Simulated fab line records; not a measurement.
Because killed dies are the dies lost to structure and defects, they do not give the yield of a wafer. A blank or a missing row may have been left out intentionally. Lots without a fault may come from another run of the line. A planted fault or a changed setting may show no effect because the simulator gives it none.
The tool behind it: which one? :: flow n5 finfet :: Sampling: 11 lots, 29 wafers, 3 of 1938 route steps

WHAT THE GAUGES SHOWED, per wafer
N5_BEOL_M5_OVL_MEAS_29.
lot: L398
measured: day 8 00:55
on: overlay-02
V4_OVL (nm): 0.7 0.1 -0.1

lot: L399
measured: day 8 08:49
on: overlay-01
V4_OVL (nm): 1.6 0.0

lot: L400
measured: day 8 08:54
on: overlay-01
V4_OVL (nm): -0.1 -1.0

lot: L403
measured: day 9 06:52
on: overlay-02
V4_OVL (nm): 0.0 0.9 -0.5

lot: L404
measured: day 9 14:07
on: overlay-02
V4_OVL (nm): 1.1 1.0 0.4

lot: L411
measured: day 11 11:47
on: overlay-02
V4_OVL (nm): 0.8 -0.7

lot: L414
measured: day 11 22:11
on: overlay-02
V4_OVL (nm): 0.2 -0.2

lot: L417
measured: day 13 07:49
on: overlay-02
V4_OVL (nm): 1.3 1.1 1.8

lot: L419
measured: day 13 11:56
on: overlay-02
V4_OVL (nm): 0.3 0.8 -0.7

lot: L420
measured: day 13 23:16
on: overlay-02
V4_OVL (nm): -0.4 -0.8 -0.1

lot: L421
measured: day 14 01:06
on: overlay-01
V4_OVL (nm): 0.2 -0.2 0.8

WHICH TOOL RAN EACH LOT (tool, then ch and the chambers of the sampled wafers, then the start)
lot: L398
N5_BEOL_M5_ETCH_61: rie diel-01 ch 0,2, day 7 20:47
N5_BEOL_M5_ETCH_62: rie diel-01 ch 0,2, day 7 20:49

lot: L399
N5_BEOL_M5_ETCH_61: rie diel-01 ch 1,2, day 8 07:11
N5_BEOL_M5_ETCH_62: rie diel-01 ch 1,2, day 8 07:13

lot: L400
N5_BEOL_M5_ETCH_61: rie diel-01 ch 2,3, day 8 08:11
N5_BEOL_M5_ETCH_62: rie diel-01 ch 2,3, day 8 08:13

lot: L403
N5_BEOL_M5_ETCH_61: rie diel-02 ch 0,1,3, day 9 05:56
N5_BEOL_M5_ETCH_62: rie diel-02 ch 0,1,3, day 9 05:58

lot: L404
N5_BEOL_M5_ETCH_61: rie diel-01 ch 1,2, day 9 13:23
N5_BEOL_M5_ETCH_62: rie diel-01 ch 1,2, day 9 13:25

lot: L411
N5_BEOL_M5_ETCH_61: rie diel-03 ch 0,2, day 11 10:55
N5_BEOL_M5_ETCH_62: rie diel-03 ch 0,2, day 11 10:57

lot: L414
N5_BEOL_M5_ETCH_61: rie diel-03 ch 2,3, day 11 18:26
N5_BEOL_M5_ETCH_62: rie diel-03 ch 2,3, day 11 18:27

lot: L417
N5_BEOL_M5_ETCH_61: rie diel-03 ch 0,2,3, day 13 07:02
N5_BEOL_M5_ETCH_62: rie diel-03 ch 0,2,3, day 13 07:04

lot: L419
N5_BEOL_M5_ETCH_61: rie diel-01 ch 0,1,3, day 13 09:09
N5_BEOL_M5_ETCH_62: rie diel-01 ch 0,1,3, day 13 09:10

lot: L420
N5_BEOL_M5_ETCH_61: rie diel-03 ch 1,3, day 13 22:11
N5_BEOL_M5_ETCH_62: rie diel-03 ch 1,3, day 13 22:12

lot: L421
N5_BEOL_M5_ETCH_61: rie diel-03 ch 0,1,3, day 13 23:05
N5_BEOL_M5_ETCH_62: rie diel-03 ch 0,1,3, day 13 23:06
- N5_BEOL_M5_ETCH_61: etches SiARC in CF4, target depth 15.6 nm, time 26 s.
- N5_BEOL_M5_ETCH_62: etches SOC in N2/H2, target depth 75 nm, overetch 15 nm, time 112.5 s.

THE ANSWER, worked out from the rows above alone
Rule: the lots themselves supply what counts as usual. The widest of any qualifying gaps counts: lots, ordered by their means at a reading, are off when they make up no more than a third of the lots, leave a main group of 4 or more, and stand apart from it by 3 or more times the standard deviation of that group's means. The tables above print the reading to a certain number of digits; a main group whose means all agree to those digits is not used. Also off: a lot with no number at a reading for which 4 or more lots have one. The other lots that the step has rows for count as sound.
Nothing can be told from this: no lot is off at any reading shown.

WHAT WAS PUT IN BY THE SIMULATOR
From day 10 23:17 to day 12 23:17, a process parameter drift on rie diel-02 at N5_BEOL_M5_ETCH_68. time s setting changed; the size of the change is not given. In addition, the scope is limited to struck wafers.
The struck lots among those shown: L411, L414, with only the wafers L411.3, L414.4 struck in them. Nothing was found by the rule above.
